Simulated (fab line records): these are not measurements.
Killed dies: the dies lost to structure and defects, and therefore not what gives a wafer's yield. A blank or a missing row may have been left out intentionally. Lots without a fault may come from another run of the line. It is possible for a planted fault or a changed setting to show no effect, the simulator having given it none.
fab line records	flow nandHarc
record: lots: 15	wafers: 45	lastDay: 33
route steps=1302 shown P_GATE@185 P_CONTACT@229
lots that met no fault: from a run of the same line without faults
startH: hours from the record's opening day to when the first of the lot's shown wafers began	waitH: time in hours since the lot's previous step	" as in the row above	L1.1+2: a single row standing in for several wafers	- either no value or no given start	* or withheld: withheld	< > ~ a bound
route shown NAME@n: names a module that has steps shown in the file, with the first one's number in the route	usual: average and standard deviation across the fault-free wafers	same: alike in all rows	chamber/n: place in a boat	sites: each site's reading	_std_site: standard deviation of those values	_edge_site: mean of outer sites minus mean of inner sites	radiusMm: for every site, how far away it sits from the centre of the wafer	mask NAME#n: copy n	behind: the last tool/chamber to shape the wafer	hold: cause of the lot's hold/its duration in hours/its outcome	device: the transistor (n, p or np) that didn't switch	end of line: tests run on the same wafers once the route is complete	step lacking rows: just its recipe	killed: not the wafer's yield, but the dies lost to structure and defects at the first sort	map: a wafer's dies, marking killed ones x, the rest . and places with no die _
set.NAME: setting as actually run; set.NAME@STEP: the setting as run at that earlier step	model.NAME: the simulator's own value behind a step, which no gauge read
the route's steps for a sample of lots (tables are steps, rows are wafers)
services: when a tool's chamber went out of use (startH, in hours from the record's first day, below 0 if earlier), for how many hours, and the reason
== steps ==
step: NHARC_P_GATE_CD_MEAS_59
recipe: targetCdNm: 720	landingEnergyEv: 500
usual: cdNm: 720.0/1.9
lot.wafer	tool	chamber	startH	waitH	cdNm
L137.2	cdSem-01	0	119.31	-	723.8
L137.3	"	0	"	"	719.6
L137.5	"	0	"	"	719.9
L139.1	cdSem-02	0	135.95	-	723.0
L139.3	"	0	"	"	719.2
L139.4	"	0	"	"	717.9
L140.1	cdSem-01	0	154.76	-	717.1
L140.2	"	0	"	"	722.1
L140.5	"	0	"	"	719.3
L141.1	cdSem-02	0	162.60	-	721.1
L141.2	"	0	"	"	721.7
L141.5	"	0	"	"	717.9
L143.2	cdSem-02	0	178.73	-	717.5
L143.4	"	0	"	"	719.9
L143.6	"	0	"	"	719.7
L142.2	cdSem-01	0	181.63	-	723.5
L142.3	"	0	"	"	719.0
L142.5	"	0	"	"	716.9
L145.2	cdSem-01	0	203.13	-	720.8
L145.4	"	0	"	"	722.1
L145.6	"	0	"	"	720.8
L148.3	cdSem-01	0	228.81	-	716.8
L148.5	"	0	"	"	719.3
L148.6	"	0	"	"	721.2
L151.3	cdSem-03	0	262.28	-	719.1
L151.4	"	0	"	"	718.0
L151.5	"	0	"	"	722.0
L152.2	cdSem-01	0	273.59	-	720.5
L152.3	"	0	"	"	720.7
L152.4	"	0	"	"	720.4
L155.1	cdSem-01	0	301.15	-	723.2
L155.2	"	0	"	"	717.5
L155.4	"	0	"	"	720.1
L156.1	cdSem-01	0	312.65	-	721.4
L156.2	"	0	"	"	720.5
L156.6	"	0	"	"	720.4
L157.3	cdSem-03	0	318.06	-	721.4
L157.4	"	0	"	"	720.6
L157.6	"	0	"	"	721.4
L158.3	cdSem-03	0	337.21	-	718.2
L158.4	"	0	"	"	717.6
L158.5	"	0	"	"	718.6
L159.3	cdSem-01	0	343.21	-	718.9
L159.4	"	0	"	"	717.9
L159.5	"	0	"	"	722.0
step: NHARC_P_GATE_DESCUM_93
recipe: timeS: 3	o2FlowSccm: 200	arFlowSccm: 0	biasPowerW: 0	chemistry: O2
usual: drypumpMotorCurrentA: 5.7/0.42	oesProductAu: 0.996/0.0096	rfVppV: 57.6/0.88	showerheadPlenumPTorr: 1.89/0.064	throttleValvePct: 11.312/0.0091
lot.wafer	tool	chamber	startH	waitH	drypumpMotorCurrentA	oesProductAu	rfHoursCounterH	rfVppV	showerheadPlenumPTorr	throttleValvePct
L137.3	rieDiel-11	2	121.19	-	6.1	0.998	2.5	59.7	1.96	11.313
L137.2	"	3	"	"	5.8	1.006	2.4	56.9	1.90	11.319
L137.5	"	2	"	"	6.1	0.989	-	58.6	1.96	11.318
L139.3	rieDiel-02	2	138.17	-	4.9	1.000	4.4	58.4	1.80	11.312
L139.1	"	3	"	"	6.3	0.986	4.7	57.6	1.84	11.317
L139.4	"	1	"	"	5.8	0.987	4.0	57.7	1.96	11.306
L140.2	rieDiel-06	2	156.67	-	6.2	0.988	1.1	56.9	1.91	11.311
L140.1	"	3	"	"	6.0	0.986	1.1	56.2	2.02	11.319
L140.5	"	1	"	"	5.6	1.013	-	58.5	1.93	11.302
L141.2	rieDiel-11	0	164.47	-	5.7	0.982	2.8	57.3	1.89	11.311
L141.1	"	3	"	"	5.8	0.997	4.2	57.6	1.90	11.294
L141.5	"	0	"	"	5.7	0.980	-	57.1	1.89	11.327
L143.4	rieDiel-11	1	180.61	-	5.3	1.003	5.1	56.7	1.91	11.302
L143.2	"	2	"	"	6.1	0.996	5.6	57.7	1.96	11.297
L143.6	"	1	"	"	5.3	1.006	-	58.5	1.91	11.317
L142.3	rieDiel-06	1	183.49	-	5.7	1.007	2.6	58.6	1.93	11.313
L142.2	"	0	"	"	5.1	1.003	3.7	56.2	1.82	11.316
L142.5	"	2	"	"	6.2	0.995	-	57.9	1.91	11.312
L145.2	rieDiel-06	0	205.00	-	5.2	0.995	4.9	57.1	1.82	11.320
L145.4	"	2	"	"	6.3	0.980	4.0	57.7	1.91	11.320
L145.6	"	1	"	"	5.7	0.998	-	57.0	1.93	11.320
L148.3	rieDiel-02	3	230.59	-	6.3	0.990	0.1	57.4	1.84	11.308
L148.5	"	0	"	"	5.8	1.006	-	58.9	1.81	11.312
L148.6	"	1	"	"	5.8	0.994	-	58.4	1.96	11.295
L151.4	rieDiel-06	0	264.14	-	5.1	1.011	8.1	57.4	1.82	11.329
L151.3	"	2	"	"	6.2	0.995	7.0	58.7	1.91	11.307
L151.5	"	1	"	"	5.7	1.007	-	57.7	1.92	11.302
L152.3	rieDiel-06	2	275.51	-	6.2	0.989	8.6	57.9	1.91	11.302
L152.4	"	3	"	"	6.0	0.997	10.1	58.5	2.02	11.306
L152.2	"	0	"	"	5.1	1.002	9.6	57.2	1.82	11.312
L155.2	rieDiel-11	3	303.01	-	5.8	0.994	1.9	58.0	1.90	11.310
L155.1	"	1	"	"	5.3	1.009	1.7	57.7	1.90	11.318
L155.4	"	3	"	"	5.8	0.999	-	57.3	1.90	11.301
L156.1	rieDiel-11	0	314.42	-	5.7	0.995	2.0	56.9	1.89	11.309
L156.2	"	2	"	"	6.1	0.999	1.9	57.2	1.96	11.321
L156.6	"	2	"	"	6.1	1.006	-	59.6	1.96	11.305
L157.3	rieDiel-02	2	319.94	-	4.9	1.000	5.6	57.2	1.80	11.326
L157.4	"	2	"	"	4.9	1.015	-	56.6	1.80	11.309
L157.6	"	3	"	"	6.3	0.979	-	57.1	1.84	11.316
L158.3	rieDiel-11	1	339.10	-	5.4	1.002	3.1	55.9	1.90	11.315
L158.4	"	2	"	"	6.1	0.996	4.5	58.8	1.96	11.318
L158.5	"	0	"	"	5.7	0.984	-	57.7	1.89	11.316
L159.3	rieDiel-02	1	345.07	-	5.8	1.003	6.2	58.2	1.96	11.310
L159.4	"	1	"	"	5.8	0.993	-	55.7	1.96	11.312
L159.5	"	3	"	"	6.3	0.982	-	59.0	1.84	11.314
step: NHARC_P_CONTACT_EXPOSE_09
recipe: na: 1.35	targetCdNm: 90	doseMj: 81.26	maskId: P_CA
usual: exposureDoseMJCm2: 81.26/0.082
lot.wafer	tool	chamber	startH	waitH	mask	exposureDoseMJCm2
L137.2	arfiScanner-02	0	125.46	-	P_CA#0	81.27
L137.3	"	0	"	"	P_CA#0	81.27
L137.5	"	0	"	"	P_CA#0	81.30
L139.1	arfiScanner-01	0	142.86	-	P_CA#0	81.19
L139.3	"	0	"	"	P_CA#0	81.19
L139.4	"	0	"	"	P_CA#0	81.23
L140.1	arfiScanner-02	0	161.01	-	P_CA#0	81.12
L140.2	"	0	"	"	P_CA#0	81.37
L140.5	"	0	"	"	P_CA#0	81.13
L141.1	arfiScanner-03	0	168.86	-	P_CA#0	81.33
L141.2	"	0	"	"	P_CA#0	81.33
L141.5	"	0	"	"	P_CA#0	81.38
L143.2	arfiScanner-02	0	184.99	-	P_CA#0	81.31
L143.4	"	0	"	"	P_CA#0	81.31
L143.6	"	0	"	"	P_CA#0	81.41
L142.2	arfiScanner-01	0	187.87	-	P_CA#0	81.28
L142.3	"	0	"	"	P_CA#0	81.39
L142.5	"	0	"	"	P_CA#0	81.21
L145.2	arfiScanner-02	0	209.53	-	P_CA#0	81.12
L145.4	"	0	"	"	P_CA#0	81.25
L145.6	"	0	"	"	P_CA#0	81.27
L148.3	arfiScanner-01	0	234.97	-	P_CA#0	81.28
L148.5	"	0	"	"	P_CA#0	81.29
L148.6	"	0	"	"	P_CA#0	81.26
L151.3	arfiScanner-01	0	268.39	-	P_CA#0	63.12
L151.4	"	0	"	"	P_CA#0	63.05
L151.5	"	0	"	"	P_CA#0	62.96
L152.2	arfiScanner-01	0	279.81	-	P_CA#0	66.55
L152.3	"	0	"	"	P_CA#0	66.58
L152.4	"	0	"	"	P_CA#0	66.64
L155.1	arfiScanner-01	0	307.47	-	P_CA#0	69.44
L155.2	"	0	"	"	P_CA#0	69.60
L155.4	"	0	"	"	P_CA#0	69.52
L156.1	arfiScanner-02	0	318.84	-	P_CA#0	81.27
L156.2	"	0	"	"	P_CA#0	81.29
L156.6	"	0	"	"	P_CA#0	81.31
L157.3	arfiScanner-02	0	324.29	-	P_CA#0	81.37
L157.4	"	0	"	"	P_CA#0	81.36
L157.6	"	0	"	"	P_CA#0	81.30
L158.3	arfiScanner-03	0	343.49	-	P_CA#0	81.40
L158.4	"	0	"	"	P_CA#0	81.25
L158.5	"	0	"	"	P_CA#0	81.40
L159.3	arfiScanner-03	0	349.95	-	P_CA#0	81.35
L159.4	"	0	"	"	P_CA#0	81.35
L159.5	"	0	"	"	P_CA#0	81.37
step: NHARC_P_CONTACT_CD_MEAS_12
recipe: targetCdNm: 90	landingEnergyEv: 500
usual: cdNm: 90.7/0.62
lot.wafer	tool	chamber	startH	waitH	hold	cdNm
L137.2	cdSem-03	0	125.61	-	-	90.8
L137.3	"	0	"	"	-	90.3
L137.5	"	0	"	"	-	90.8
L139.1	cdSem-02	0	142.99	-	-	91.6
L139.3	"	0	"	"	-	91.3
L139.4	"	0	"	"	-	91.6
L140.1	cdSem-03	0	161.15	-	-	91.0
L140.2	"	0	"	"	-	90.8
L140.5	"	0	"	"	-	90.6
L141.1	cdSem-01	0	169.00	-	-	90.9
L141.2	"	0	"	"	-	90.6
L141.5	"	0	"	"	-	91.2
L143.2	cdSem-02	0	185.13	-	-	90.6
L143.4	"	0	"	"	-	91.0
L143.6	"	0	"	"	-	90.3
L142.2	cdSem-02	0	188.01	-	-	90.2
L142.3	"	0	"	"	-	90.3
L142.5	"	0	"	"	-	90.9
L145.2	cdSem-01	0	209.67	-	-	90.9
L145.4	"	0	"	"	-	90.9
L145.6	"	0	"	"	-	91.5
L148.3	cdSem-02	0	235.11	-	-	90.8
L148.5	"	0	"	"	-	90.7
L148.6	"	0	"	"	-	90.6
L151.3	cdSem-03	0	268.52	-	awaitDispo/0.2h/release	74.7
L151.4	"	0	"	"	awaitDispo/0.2h/release	75.1
L151.5	"	0	"	"	awaitDispo/0.2h/release	74.5
L151.3	cdSem-03	0	-	-	-	74.3
L151.4	"	0	"	"	-	75.0
L151.5	"	0	"	"	-	74.4
L152.2	cdSem-02	0	279.94	-	awaitDispo/0.2h/release	79.2
L152.3	"	0	"	"	awaitDispo/0.2h/release	79.0
L152.4	"	0	"	"	awaitDispo/0.2h/release	79.5
L152.2	cdSem-02	0	-	-	-	79.0
L152.3	"	0	"	"	-	78.9
L152.4	"	0	"	"	-	79.4
L155.1	cdSem-03	0	307.60	-	awaitDispo/0.2h/release	80.5
L155.2	"	0	"	"	awaitDispo/0.2h/release	80.6
L155.4	"	0	"	"	awaitDispo/0.2h/release	80.6
L155.1	cdSem-03	0	-	-	-	80.7
L155.2	"	0	"	"	-	80.8
L155.4	"	0	"	"	-	80.8
L156.1	cdSem-02	0	318.98	-	-	89.5
L156.2	"	0	"	"	-	89.7
L156.6	"	0	"	"	-	89.9
L157.3	cdSem-02	0	324.43	-	-	91.1
L157.4	"	0	"	"	-	91.7
L157.6	"	0	"	"	-	91.5
L158.3	cdSem-03	0	343.63	-	-	90.1
L158.4	"	0	"	"	-	91.0
L158.5	"	0	"	"	-	90.5
L159.3	cdSem-02	0	350.09	-	-	91.0
L159.4	"	0	"	"	-	91.2
L159.5	"	0	"	"	-	91.4
step: NHARC_P_CONTACT_CD_MEAS_19
usual: cdNm: 90.6/1.6
lot.wafer	tool	chamber	startH	waitH	hold	cdNm
L137.2	cdSem-01	-	126.66	-	-	91.8
L137.3	"	-	"	"	-	90.8
L137.5	"	-	"	"	-	88.8
L139.1	cdSem-01	-	144.50	-	-	93.0
L139.3	"	-	"	"	-	92.7
L139.4	"	-	"	"	-	94.0
L140.1	cdSem-01	-	162.22	-	-	89.0
L140.2	"	-	"	"	-	90.0
L140.5	"	-	"	"	-	87.4
L141.1	cdSem-03	-	170.06	-	-	91.4
L141.2	"	-	"	"	-	89.7
L141.5	"	-	"	"	-	92.3
L143.2	cdSem-03	-	186.19	-	-	90.7
L143.4	"	-	"	"	-	90.1
L143.6	"	-	"	"	-	90.8
L142.2	cdSem-01	-	189.06	-	-	88.5
L142.3	"	-	"	"	-	90.6
L142.5	"	-	"	"	-	91.1
L145.2	cdSem-02	-	210.74	-	-	92.1
L145.4	"	-	"	"	-	90.9
L145.6	"	-	"	"	-	90.3
L148.3	cdSem-02	-	236.17	-	-	91.9
L148.5	"	-	"	"	-	89.0
L148.6	"	-	"	"	-	92.7
L151.3	cdSem-03	-	273.19	-	awaitDispo/0.2h/release	73.8
L151.4	"	-	"	"	awaitDispo/0.2h/release	74.9
L151.5	"	-	"	"	awaitDispo/0.2h/release	75.1
L151.3	cdSem-03	-	273.40	0.2	-	73.8
L151.4	"	-	"	"	-	74.7
L151.5	"	-	"	"	-	75.4
L152.2	cdSem-02	-	283.36	-	awaitDispo/0.2h/release	79.4
L152.3	"	-	"	"	awaitDispo/0.2h/release	80.4
L152.4	"	-	"	"	awaitDispo/0.2h/release	83.3
L152.2	cdSem-02	-	283.54	0.2	-	79.0
L152.3	"	-	"	"	-	80.3
L152.4	"	-	"	"	-	83.3
L155.1	cdSem-01	-	310.90	-	awaitDispo/0.2h/release	80.3
L155.2	"	-	"	"	awaitDispo/0.2h/release	79.2
L155.4	"	-	"	"	awaitDispo/0.2h/release	80.1
L155.1	cdSem-01	-	311.08	0.2	-	80.2
L155.2	"	-	"	"	-	79.2
L155.4	"	-	"	"	-	79.9
L156.1	cdSem-01	-	320.04	-	-	89.2
L156.2	"	-	"	"	-	89.0
L156.6	"	-	"	"	-	89.5
L157.3	cdSem-02	-	325.48	-	-	90.2
L157.4	"	-	"	"	-	92.7
L157.6	"	-	"	"	-	91.2
L158.3	cdSem-02	-	344.70	-	-	91.1
L158.4	"	-	"	"	-	89.7
L158.5	"	-	"	"	-	93.7
L159.3	cdSem-02	-	351.14	-	-	91.4
L159.4	"	-	"	"	-	91.0
L159.5	"	-	"	"	-	90.6
step: NHARC_P_CONTACT_PVD_32
recipe: targetThkA: 50	chamberPressurePa: 5	powerW: 5000	substrateTempC: 200	timeS: 17.7	material: Ti
usual: chamberPressurePa: 5.000/0.01	throttleValvePct: 29.6/0.54
lot.wafer	tool	chamber	startH	waitH	chamberPressurePa	throttleValvePct
L137.3	pvdSputter-01	-	-	-	4.983	29.9
L137.2	"	-	"	"	5.011	30.7
L137.5	"	-	"	"	5.009	30.6
L139.3	pvdSputter-03	-	-	-	5.005	28.9
L139.4	"	-	"	"	5.008	30.5
L139.1	"	-	"	"	4.993	28.9
L140.1	pvdSputter-03	-	-	-	4.988	30.3
L140.2	"	-	"	"	4.996	29.2
L140.5	"	-	"	"	5.001	30.7
L141.1	pvdSputter-01	-	-	-	4.984	29.0
L141.2	"	-	"	"	5.007	29.3
L141.5	"	-	"	"	5.008	29.3
L143.2	pvdSputter-01	-	-	-	4.997	29.1
L143.4	"	-	"	"	5.003	29.6
L143.6	"	-	"	"	4.997	28.7
L142.3	pvdSputter-01	-	-	-	5.014	30.0
L142.2	"	-	"	"	4.993	29.1
L142.5	"	-	"	"	4.989	29.1
L145.2	pvdSputter-01	-	-	-	5.011	29.6
L145.4	"	-	"	"	4.998	30.5
L145.6	"	-	"	"	4.995	29.2
L148.3	pvdSputter-01	-	-	-	5.018	30.1
L148.6	"	-	"	"	5.011	30.0
L148.5	"	-	"	"	5.007	28.7
L152.4	pvdSputter-01	-	-	-	5.016	29.0
L152.2	"	-	"	"	5.011	29.5
L152.3	"	-	"	"	4.990	30.2
L151.3	pvdSputter-02	-	-	-	5.001	29.9
L151.4	"	-	"	"	5.001	29.0
L151.5	"	-	"	"	5.003	28.8
L155.2	pvdSputter-03	-	-	-	4.996	28.9
L155.1	"	-	"	"	5.013	29.6
L155.4	"	-	"	"	4.980	29.3
L156.1	pvdSputter-03	-	-	-	5.007	30.4
L156.2	"	-	"	"	5.008	29.7
L156.6	"	-	"	"	5.001	30.3
L157.3	pvdSputter-01	-	-	-	5.007	29.3
L157.4	"	-	"	"	5.005	29.4
L157.6	"	-	"	"	5.017	29.1
L158.3	pvdSputter-02	-	-	-	5.013	29.7
L158.4	"	-	"	"	4.991	30.0
L158.5	"	-	"	"	4.985	29.7
L159.4	pvdSputter-01	-	-	-	5.009	29.4
L159.3	"	-	"	"	5.008	30.6
L159.5	"	-	"	"	5.008	29.7
== services ==
tool	chamber	startH	hours	kind
pvdSputter-01	-	114.29	1.3	repair
rieDiel-11	0	128.77	2.5	repair
rieDiel-06	-	130.22	9.0	pm
arfiScanner-02	-	140.00	4.0	pm
pvdSputter-03	-	170.00	10.0	pm
rieDiel-02	-	172.49	22.2	repair
rieDiel-06	2	207.28	1.3	repair
rieDiel-02	-	216.70	9.0	pm
rieDiel-11	-	216.81	0.2	repair
pvdSputter-03	-	218.43	7.8	repair
pvdSputter-01	-	226.36	10.0	pm
arfiScanner-01	-	252.00	4.0	pm
rieDiel-11	-	255.50	9.0	pm
arfiScanner-02	-	282.24	2.6	repair
pvdSputter-03	-	288.41	0.7	repair
pvdSputter-03	-	290.30	1.0	repair
rieDiel-02	3	295.07	3.0	repair
rieDiel-11	2	302.91	1.4	repair
rieDiel-06	-	307.22	9.0	pm
rieDiel-11	1	307.71	12.6	repair
pvdSputter-03	-	311.67	5.5	repair
arfiScanner-02	-	312.00	4.0	pm
rieDiel-02	2	340.26	21.9	repair
rieDiel-06	3	341.48	11.9	repair
== key ==
firstSign: step: NHARC_P_CONTACT_EXPOSE_09	reading: exposureDoseMJCm2	direction: down	sigmas: 99+	usual: 81.26	struck: 66.39
effect: step: NHARC_P_CONTACT_CD_MEAS_12	reading: visit	direction: added	through: controlLoop
effect: step: NHARC_P_CONTACT_CD_MEAS_12	reading: cdNm	direction: down	sigmas: 20	usual: 90.7	struck: 78.2	through: controlLoop
effect: step: NHARC_P_CONTACT_CD_MEAS_19	reading: visit	direction: added	through: controlLoop
effect: step: NHARC_P_CONTACT_CD_MEAS_19	reading: cdNm	direction: down	sigmas: 7.7	usual: 90.6	struck: 78.5	through: controlLoop
metAt NHARC_P_CONTACT_EXPOSE_09
struckLots L151,L152,L155
sortLeftOut L151.3,L151.4,L151.5,L152.2,L152.3,L152.4,L155.1,L155.2,L155.4
testerLeftOut L151,L152,L155
loopTrim: step: NHARC_P_CONTACT_EXPOSE_09	setting: dose	lots: L152,L155
notActingAt NHARC_P_GATE_CD_MEAS_59,NHARC_P_GATE_DESCUM_93,NHARC_P_CONTACT_PVD_32
onsetBetween 234.97 268.39
fault: kind: processParameterDrift	tool: arfiScanner-01	chamber: -	onsetH: 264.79	steps: NHARC_P_CONTACT_EXPOSE_09	channel: doseMj	offset: -18.238	shape: step	actsIn: theseRecipesOnly	stated: 81.26
testerLeftOut: of these lots the tester's yield and bins aren't shown, on N5 and GAA mostly nor the transistor test; their killed dies are dies lost to structure and defects alone, not to doping, threshold or leakage, so they don't give the yield
sortLeftOut: the simulated sort isn't trusted on such a fault, so these wafers' sort isn't shown, and their yield isn't known
loopTrim: a control loop set the setting to another value than it would have without faults
